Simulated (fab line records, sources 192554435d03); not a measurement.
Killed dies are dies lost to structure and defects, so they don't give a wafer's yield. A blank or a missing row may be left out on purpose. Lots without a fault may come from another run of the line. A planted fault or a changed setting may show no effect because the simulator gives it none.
fab line records | flow n5_finfet | part 1 of 2: steps 1 to 3 of 6
record lots=22 wafers=66 last_day=21
route steps=1938 shown BEOL_M5@1131
lots that met no fault: from a run of the same line without faults
start_h: hours from the record's first day to the start of the lot's first wafer shown | wait_h: hours since the lot's step before | " the same as in the row above | L1.1+2: a row that stands for several wafers | - no value, or no start given | * or withheld: withheld | < > ~ a bound
route shown NAME@n: a module of which the file shows steps, and the number in the route of the first | usual: mean/standard deviation of fault-free wafers | same: alike in all rows | chamber/n: place in a boat | sites: the reading at each site | _std_site: their standard deviation | _edge_site: outer sites' mean less inner sites' | radius_mm: how far each site lies from the wafer's centre | mask NAME#n: copy n | behind: the tool/chamber that last shaped the wafer | hold: why the lot was held/for how many hours/how that ended | device: the transistor (n, p or np) that didn't switch | end of line: the same wafers' tests at the end of the route | a step without rows: its recipe alone | killed: dies lost to structure and defects at the first sort, not the wafer's yield | map: a wafer's dies, x killed, . not, _ none there
set.NAME: the setting as run; set.NAME@STEP: as run at that earlier step | model.NAME: the simulator's own value behind a step, which no gauge read
steps of the route over a sample of lots; a table a step, a row a wafer
services: from which hour (start_h, from the record's first day; less than 0 if before it) a tool's chamber was out of use, for how many hours, and why
## steps
# step N5_BEOL_M5_ETCH_61
# recipe chemistry=CF4 target=SiARC target_depth_a=156 mask_material=CAR-EUV time_s=26 ion_energy_ev=80 pressure_mtorr=40 source_w=545 bias_w=36 Ar_flow_sccm=100 cf4_flow_sccm=100 ends=cleared
# usual drypump_motor_current_A=5.6/0.37 etch_rf_on_time_s=25.9/0.75 oes_product_au=0.68/0.08 rf_vpp_V=184.0/1.3 showerhead_plenum_p_Torr=2.15/0.084 throttle_valve_pct=15.6/0.32
# columns lot.wafer tool chamber start_h wait_h drypump_motor_current_A etch_rf_on_time_s oes_product_au rf_hours_counter_h rf_vpp_V showerhead_plenum_p_Torr throttle_valve_pct
L076.2 rie_diel-06 0 269.31 0.0 5.7 25.8 0.78 33 182.9 2.11 15.2
L076.5 " 0 " " 5.7 25.8 0.78 - 182.4 2.11 15.2
L076.6 " 3 " " 5.4 25.8 0.80 - 185.1 2.29 15.8
L074.3 rie_diel-02 2 273.57 0.0 5.8 27.1 0.58 216 182.9 2.04 16.0
L074.4 " 3 " " 5.4 26.1 0.70 66 185.8 2.26 15.3
L074.5 " 2 " " 5.8 27.1 0.58 - 182.3 2.04 16.1
L075.1 rie_diel-03 1 277.29 0.0 5.9 25.3 0.60 249 185.3 2.18 15.7
L075.4 " 1 " " 5.9 25.6 0.60 - 184.9 2.18 15.7
L075.5 " 2 " " 6.0 25.9 0.59 - 182.2 2.02 15.4
L077.2 rie_diel-03 3 281.71 0.0 6.5 27.1 0.62 159 185.5 2.16 15.7
L077.3 " 2 " " 6.0 26.6 0.59 224 183.1 2.02 15.4
L077.6 " 3 " " 6.5 27.5 0.61 - 183.7 2.16 15.7
L078.1 rie_diel-06 1 282.07 0.0 5.6 26.1 0.64 166 182.9 2.07 16.1
L078.4 " 3 " " 5.3 25.8 0.78 24 186.1 2.29 15.8
L078.6 " 3 " " 5.4 25.7 0.79 - 184.7 2.29 15.8
L079.2 rie_diel-02 1 284.16 0.0 4.8 25.4 0.64 178 184.8 2.16 16.0
L079.3 " 3 " " 5.4 26.1 0.69 70 184.7 2.26 15.3
L079.4 " 3 " " 5.4 25.9 0.70 - 185.2 2.26 15.3
L081.1 rie_diel-06 2 301.96 0.0 5.8 26.9 0.59 208 186.3 2.21 15.4
L081.2 " 3 " " 5.4 26.0 0.78 29 185.4 2.28 15.8
L081.6 " 3 " " 5.4 26.1 0.78 - 183.8 2.28 15.8
L080.2 rie_diel-02 2 308.69 0.0 5.9 26.9 0.57 223 182.5 2.04 16.1
L080.4 " 1 " " 4.8 25.4 0.65 186 183.2 2.16 16.0
L080.5 " 2 " " 5.9 27.2 0.58 - 183.2 2.04 16.1
L082.1 rie_diel-06 2 312.20 0.0 5.8 26.7 0.59 210 184.5 2.21 15.4
L082.3 " 1 " " 5.6 26.1 0.64 174 183.2 2.07 16.1
L082.6 " 2 " " 5.8 26.7 0.59 - 185.0 2.21 15.4
L083.1 rie_diel-06 2 313.17 0.0 5.8 26.2 0.60 210 185.9 2.21 15.4
L083.2 " 0 " " 5.7 25.5 0.76 45 183.6 2.11 15.3
L083.5 " 1 " " 5.6 25.8 0.64 - 181.8 2.07 16.1
L085.2 rie_diel-03 3 320.16 0.0 6.5 27.0 0.61 171 185.1 2.16 15.7
L085.3 " 0 " " 5.2 24.6 0.76 30 182.6 2.10 15.6
L085.6 " 1 " " 5.9 26.1 0.82 - 184.9 2.18 15.1
L084.1 rie_diel-06 0 327.14 0.0 5.7 25.7 0.75 49 182.6 2.11 15.3
L084.3 " 3 " " 5.4 25.9 0.77 36 185.2 2.28 15.8
L084.5 " 0 " " 5.7 25.8 0.76 - 182.6 2.11 15.3
L086.3 rie_diel-03 3 330.80 0.0 6.4 26.8 0.62 175 183.2 2.16 15.8
L086.5 " 2 " " 6.0 26.0 0.58 - 183.8 2.02 15.4
L086.6 " 1 " " 5.9 25.7 0.83 - 184.9 2.18 15.2
L089.1 rie_diel-03 0 347.98 0.0 5.2 24.3 0.74 41 183.8 2.10 15.6
L089.2 " 2 " " 6.0 26.3 0.57 245 182.7 2.02 15.4
L089.5 " 3 " " 6.5 27.3 0.61 - 184.5 2.16 15.8
L088.1 rie_diel-02 0 354.23 0.0 5.8 24.9 0.67 125 180.7 2.09 15.8
L088.5 " 3 " " 5.4 25.8 0.68 - 185.2 2.25 15.4
L088.6 " 0 " " 5.8 25.0 0.67 - 184.8 2.09 15.8
L090.2 rie_diel-02 0 362.67 0.0 5.8 25.0 0.67 127 184.7 2.09 15.8
L090.3 " 3 " " 5.4 26.1 0.67 95 185.2 2.25 15.4
L090.6 " 0 " " 5.8 25.2 0.67 - 184.9 2.09 15.8
L092.3 rie_diel-02 3 362.95 0.0 5.4 26.1 0.67 95 185.4 2.25 15.4
L092.5 " 2 " " 5.8 27.4 0.56 - 183.1 2.04 16.1
L092.6 " 3 " " 5.4 25.8 0.68 - 185.7 2.25 15.4
L093.1 rie_diel-02 0 381.16 0.0 5.8 25.0 0.66 135 182.8 2.08 15.8
L093.3 " 3 " " 5.4 26.2 0.67 103 184.2 2.25 15.4
L093.6 " 3 " " 5.4 25.9 0.67 - 185.0 2.25 15.4
L094.1 rie_diel-03 1 390.10 0.0 5.9 25.3 0.78 31 184.8 2.17 15.2
L094.3 " 2 " " 5.9 25.5 0.83 2 186.3 2.27 14.9
L094.4 " 3 " " 6.4 26.9 0.60 197 182.4 2.15 15.8
L095.1 rie_diel-02 1 390.14 0.0 4.8 25.4 0.62 206 183.5 2.15 16.0
L095.3 " 0 " " 5.8 25.2 0.66 140 183.6 2.08 15.8
L095.6 " 0 " " 5.8 25.0 0.66 - 183.0 2.08 15.8
L096.1 rie_diel-03 1 392.05 0.0 5.9 25.6 0.78 32 184.7 2.17 15.2
L096.5 " 2 " " 6.0 25.7 0.83 - 185.0 2.27 14.9
L096.6 " 3 " " 6.4 27.1 0.59 - 183.1 2.15 15.8
L097.2 rie_diel-02 2 406.14 0.0 5.8 27.2 0.82 2 184.4 2.29 15.7
L097.3 " 1 " " 4.8 25.6 0.62 213 183.9 2.15 16.0
L097.6 " 3 " " 5.4 26.4 0.66 - 184.3 2.24 15.4
# step N5_BEOL_M5_ETCH_62
# recipe chemistry=N2/H2 target=SOC target_depth_a=750 overetch_a=150 mask_material=SiARC temp_c=40 time_s=112.5 ion_energy_ev=200 pressure_mtorr=30 source_w=840 bias_w=150 n2_flow_sccm=200 h2_flow_sccm=200
# usual drypump_motor_current_A=5.7/0.37 n2_flow_sccm=200.1/0.61 oes_product_au=0.63/0.07 rf_vpp_V=524/3.1 showerhead_plenum_p_Torr=2.54/0.11 throttle_valve_pct=17.74/0.3
# columns lot.wafer tool chamber start_h wait_h drypump_motor_current_A n2_flow_sccm oes_product_au rf_hours_counter_h rf_vpp_V showerhead_plenum_p_Torr throttle_valve_pct
L076.2 rie_diel-06 0 269.34 0.0 5.7 200.0 0.72 33 522 2.48 17.27
L076.5 " 0 " " 5.7 199.6 0.72 - 523 2.48 17.27
L076.6 " 3 " " 5.4 199.7 0.73 - 528 2.72 18.09
L074.3 rie_diel-02 2 273.60 0.0 5.8 200.1 0.55 216 519 2.43 18.21
L074.4 " 3 " " 5.4 199.5 0.64 66 528 2.68 17.53
L074.5 " 2 " " 5.9 200.8 0.55 - 520 2.43 18.19
L075.1 rie_diel-03 1 277.32 0.0 5.9 200.3 0.56 249 525 2.61 17.88
L075.4 " 1 " " 5.9 200.9 0.56 - 526 2.61 17.87
L075.5 " 2 " " 5.9 200.6 0.55 - 519 2.41 17.62
L077.2 rie_diel-03 3 281.74 0.0 6.5 200.5 0.59 159 524 2.53 17.65
L077.3 " 2 " " 6.0 200.8 0.55 224 521 2.41 17.64
L077.6 " 3 " " 6.5 199.9 0.58 - 524 2.53 17.68
L078.1 rie_diel-06 1 282.10 0.0 5.6 198.6 0.59 166 521 2.41 18.06
L078.4 " 3 " " 5.4 199.1 0.73 24 528 2.72 18.10
L078.6 " 3 " " 5.4 200.5 0.73 - 528 2.72 18.09
L079.2 rie_diel-02 1 284.19 0.0 4.9 200.0 0.60 178 524 2.52 18.09
L079.3 " 3 " " 5.4 199.4 0.65 70 528 2.68 17.53
L079.4 " 3 " " 5.4 200.5 0.64 - 528 2.68 17.54
L081.1 rie_diel-06 2 301.99 0.0 5.8 201.0 0.56 208 525 2.62 17.47
L081.2 " 3 " " 5.4 199.6 0.72 30 528 2.71 18.08
L081.6 " 3 " " 5.4 199.7 0.72 - 529 2.71 18.11
L080.2 rie_diel-02 2 308.71 0.0 5.8 200.8 0.54 224 520 2.42 18.20
L080.4 " 1 " " 4.9 199.9 0.59 186 524 2.52 18.11
L080.5 " 2 " " 5.9 200.8 0.54 - 521 2.42 18.21
L082.1 rie_diel-06 2 312.23 0.0 5.8 200.2 0.56 210 526 2.62 17.49
L082.3 " 1 " " 5.7 200.0 0.60 174 521 2.40 18.08
L082.6 " 2 " " 5.8 200.6 0.56 - 525 2.62 17.49
L083.1 rie_diel-06 2 313.20 0.0 5.8 200.0 0.56 210 526 2.62 17.47
L083.2 " 0 " " 5.7 200.4 0.71 45 521 2.47 17.30
L083.5 " 1 " " 5.6 201.2 0.59 - 520 2.40 18.09
L085.2 rie_diel-03 3 320.19 0.0 6.5 200.4 0.58 171 524 2.52 17.69
L085.3 " 0 " " 5.2 199.7 0.68 30 523 2.48 17.67
L085.6 " 1 " " 5.9 200.5 0.77 - 526 2.60 17.42
L084.1 rie_diel-06 0 327.17 0.0 5.7 200.8 0.70 49 521 2.47 17.30
L084.3 " 3 " " 5.4 200.6 0.70 36 528 2.71 18.13
L084.5 " 0 " " 5.7 200.7 0.70 - 523 2.47 17.30
L086.3 rie_diel-03 3 330.83 0.0 6.4 200.2 0.58 175 524 2.52 17.69
L086.5 " 2 " " 6.0 200.0 0.54 - 520 2.40 17.65
L086.6 " 1 " " 5.9 199.0 0.76 - 526 2.60 17.42
L089.1 rie_diel-03 0 348.00 0.0 5.2 199.9 0.66 41 522 2.47 17.69
L089.2 " 2 " " 6.0 200.2 0.54 245 521 2.40 17.66
L089.5 " 3 " " 6.4 200.1 0.57 - 523 2.52 17.71
L088.1 rie_diel-02 0 354.26 0.0 5.8 200.3 0.61 125 521 2.43 17.70
L088.5 " 3 " " 5.4 200.3 0.63 - 528 2.67 17.58
L088.6 " 0 " " 5.8 200.6 0.61 - 521 2.43 17.73
L090.2 rie_diel-02 0 362.69 0.0 5.8 200.0 0.61 127 521 2.43 17.72
L090.3 " 3 " " 5.4 201.2 0.62 95 529 2.67 17.57
L090.6 " 0 " " 5.8 199.8 0.61 - 521 2.43 17.73
L092.3 rie_diel-02 3 362.98 0.0 5.4 200.8 0.63 95 529 2.67 17.59
L092.5 " 2 " " 5.8 198.9 0.53 - 518 2.42 18.26
L092.6 " 3 " " 5.4 200.1 0.63 - 528 2.67 17.57
L093.1 rie_diel-02 0 381.19 0.0 5.8 199.9 0.60 135 523 2.42 17.74
L093.3 " 3 " " 5.4 200.1 0.62 103 526 2.66 17.58
L093.6 " 3 " " 5.4 199.6 0.62 - 526 2.66 17.58
L094.1 rie_diel-03 1 390.13 0.0 5.9 199.0 0.72 31 524 2.59 17.46
L094.3 " 2 " " 6.0 199.6 0.77 2 529 2.72 17.23
L094.4 " 3 " " 6.5 199.8 0.57 197 523 2.51 17.73
L095.1 rie_diel-02 1 390.17 0.0 4.9 199.8 0.57 206 523 2.51 18.15
L095.3 " 0 " " 5.8 200.6 0.60 140 520 2.42 17.74
L095.6 " 0 " " 5.8 200.5 0.60 - 520 2.42 17.75
L096.1 rie_diel-03 1 392.08 0.0 5.9 200.3 0.71 32 524 2.59 17.48
L096.5 " 2 " " 6.0 201.1 0.76 - 529 2.72 17.23
L096.6 " 3 " " 6.5 200.8 0.57 - 523 2.51 17.73
L097.2 rie_diel-02 2 406.17 0.0 5.8 200.6 0.78 2 527 2.73 17.91
L097.3 " 1 " " 4.8 200.5 0.57 213 524 2.51 18.15
L097.6 " 3 " " 5.4 199.3 0.62 - 528 2.66 17.61
# step N5_BEOL_M5_ETCH_68
# recipe chemistry=N2/H2 target=SOC target_depth_a=800 overetch_a=160 mask_material=SiARC temp_c=40 time_s=120 ion_energy_ev=200 pressure_mtorr=30 source_w=840 bias_w=150 n2_flow_sccm=200 h2_flow_sccm=200
# usual drypump_motor_current_A=5.7/0.4 n2_flow_sccm=200.0/0.6 oes_product_au=0.61/0.061 rf_vpp_V=523.5/2.7 showerhead_plenum_p_Torr=2.52/0.1 throttle_valve_pct=17.7/0.3
# columns lot.wafer tool chamber start_h wait_h drypump_motor_current_A n2_flow_sccm oes_product_au rf_hours_counter_h rf_vpp_V showerhead_plenum_p_Torr throttle_valve_pct
L076.2 rie_diel-06 1 271.07 0.0 5.7 198.9 0.58 163 521.1 2.41 18.1
L076.5 " 0 " " 5.7 201.0 0.69 - 521.7 2.48 17.3
L076.6 " 1 " " 5.7 199.8 0.58 - 520.9 2.41 18.1
L074.3 rie_diel-02 0 276.45 0.0 5.8 201.2 0.61 101 522.8 2.44 17.7
L074.4 " 1 " " 4.8 199.8 0.58 176 523.2 2.52 18.1
L074.5 " 2 " " 5.9 200.9 0.54 - 519.2 2.43 18.2
L075.1 rie_diel-06 3 280.77 0.0 5.4 199.6 0.70 23 528.8 2.72 18.1
L075.4 " 2 " " 5.8 199.4 0.55 201 527.2 2.63 17.5
L075.5 " 2 " " 5.8 200.2 0.55 - 527.7 2.63 17.5
L077.2 rie_diel-02 0 285.23 0.0 5.8 200.4 0.60 104 521.7 2.44 17.7
L077.3 " 1 " " 4.8 200.1 0.57 178 524.9 2.52 18.1
L077.6 " 1 " " 4.8 199.5 0.57 - 523.2 2.52 18.1
L078.1 rie_diel-03 3 285.28 0.0 6.5 199.0 0.57 160 523.1 2.53 17.7
L078.4 " 2 " " 6.0 199.8 0.52 - 520.3 2.41 17.6
L078.6 " 0 " " 5.2 199.6 0.68 - 521.5 2.48 17.6
L079.2 rie_diel-03 3 285.73 0.0 6.5 199.8 0.56 160 524.0 2.53 17.7
L079.3 " 0 " " 5.2 199.8 0.68 20 523.1 2.48 17.6
L079.4 " 0 " " 5.2 199.4 0.68 - 522.9 2.48 17.6
L081.1 rie_diel-02 0 304.10 0.0 5.8 200.2 0.61 109 521.9 2.43 17.7
L081.2 " 2 " " 5.8 199.6 0.53 221 520.6 2.42 18.2
L081.6 " 2 " " 5.9 199.8 0.53 - 520.6 2.43 18.2
L080.2 rie_diel-06 0 311.84 0.0 5.7 200.4 0.68 44 523.0 2.47 17.3
L080.4 " 2 " " 5.8 200.9 0.54 210 525.0 2.62 17.5
L080.5 " 3 " " 5.4 199.4 0.69 - 527.3 2.71 18.1
L083.1 rie_diel-02 1 315.40 0.0 4.9 199.9 0.57 188 523.9 2.52 18.1
L083.2 " 2 " " 5.8 200.0 0.53 225 521.2 2.42 18.2
L083.5 " 1 " " 4.8 199.4 0.57 - 522.6 2.52 18.1
L082.1 rie_diel-03 0 315.45 0.0 5.2 200.1 0.66 29 522.1 2.48 17.7
L082.3 " 3 " " 6.5 200.1 0.56 170 523.5 2.52 17.7
L082.6 " 0 " " 5.2 199.9 0.66 - 523.2 2.48 17.7
L085.2 rie_diel-06 0 321.61 0.0 5.7 199.8 0.67 47 522.6 2.47 17.3
L085.3 " 1 " " 5.7 199.9 0.57 176 520.3 2.40 18.1
L085.6 " 1 " " 5.7 199.8 0.57 - 521.6 2.40 18.1
L084.1 rie_diel-02 2 328.32 0.0 5.8 199.7 0.53 229 521.4 2.42 18.2
L084.3 " 3 " " 5.4 200.5 0.62 82 525.8 2.67 17.6
L084.5 " 2 " " 5.8 200.2 0.53 - 521.8 2.42 18.2
L086.3 rie_diel-03 3 332.08 0.0 6.5 200.1 0.55 175 523.6 2.52 17.7
L086.5 " 3 " " 6.5 200.4 0.56 - 523.1 2.52 17.7
L086.6 " 0 " " 5.2 199.8 0.66 - 522.6 2.48 17.7
L089.1 rie_diel-02 3 350.11 0.0 5.4 199.8 0.61 90 525.8 2.67 17.6
L089.2 " 0 " " 5.8 199.9 0.59 123 520.7 2.43 17.7
L089.5 " 2 " " 5.8 200.2 0.53 - 520.8 2.42 18.2
L088.1 rie_diel-06 0 359.05 0.0 5.7 200.7 0.66 61 521.2 2.47 17.3
L088.5 " 1 " " 5.7 200.4 0.57 - 520.8 2.40 18.1
L088.6 " 0 " " 5.7 200.7 0.67 - 521.2 2.47 17.3
L092.3 rie_diel-03 3 365.74 0.0 6.5 199.8 0.56 186 522.7 2.52 17.7
L092.5 " 3 " " 6.5 199.8 0.55 - 523.7 2.52 17.7
L092.6 " 1 " " 5.9 200.2 0.71 - 524.8 2.60 17.4
L090.2 rie_diel-06 0 366.77 0.0 5.7 199.4 0.66 64 521.9 2.46 17.3
L090.3 " 1 " " 5.7 199.8 0.56 193 520.8 2.39 18.1
L090.6 " 1 " " 5.7 200.6 0.56 - 520.5 2.40 18.1
L093.1 rie_diel-03 0 384.12 0.0 5.2 199.9 0.64 53 523.4 2.47 17.7
L093.3 " 3 " " 6.5 199.6 0.55 194 522.8 2.51 17.7
L093.6 " 0 " " 5.2 199.8 0.64 - 523.1 2.47 17.7
L094.1 rie_diel-02 3 390.99 0.0 5.4 200.0 0.59 108 527.9 2.66 17.6
L094.3 " 1 " " 4.8 199.6 0.55 206 523.9 2.51 18.2
L094.4 " 1 " " 4.8 199.6 0.56 - 521.9 2.51 18.2
L095.1 rie_diel-06 2 391.09 0.0 5.8 199.7 0.52 231 526.8 2.61 17.5
L095.3 " 1 " " 5.7 199.8 0.55 200 520.4 2.39 18.1
L095.6 " 2 " " 5.8 199.6 0.53 - 524.7 2.61 17.5
L096.1 rie_diel-06 1 395.46 0.0 5.6 200.1 0.55 201 519.4 2.39 18.1
L096.5 " 1 " " 5.7 199.7 0.56 - 520.7 2.39 18.1
L096.6 " 0 " " 5.7 200.1 0.65 - 521.5 2.46 17.3
L097.2 rie_diel-03 3 407.17 0.0 6.5 200.0 0.54 201 524.0 2.51 17.7
L097.3 " 1 " " 5.9 200.7 0.69 36 524.8 2.59 17.5
L097.6 " 2 " " 6.0 199.3 0.72 - 527.3 2.72 17.2
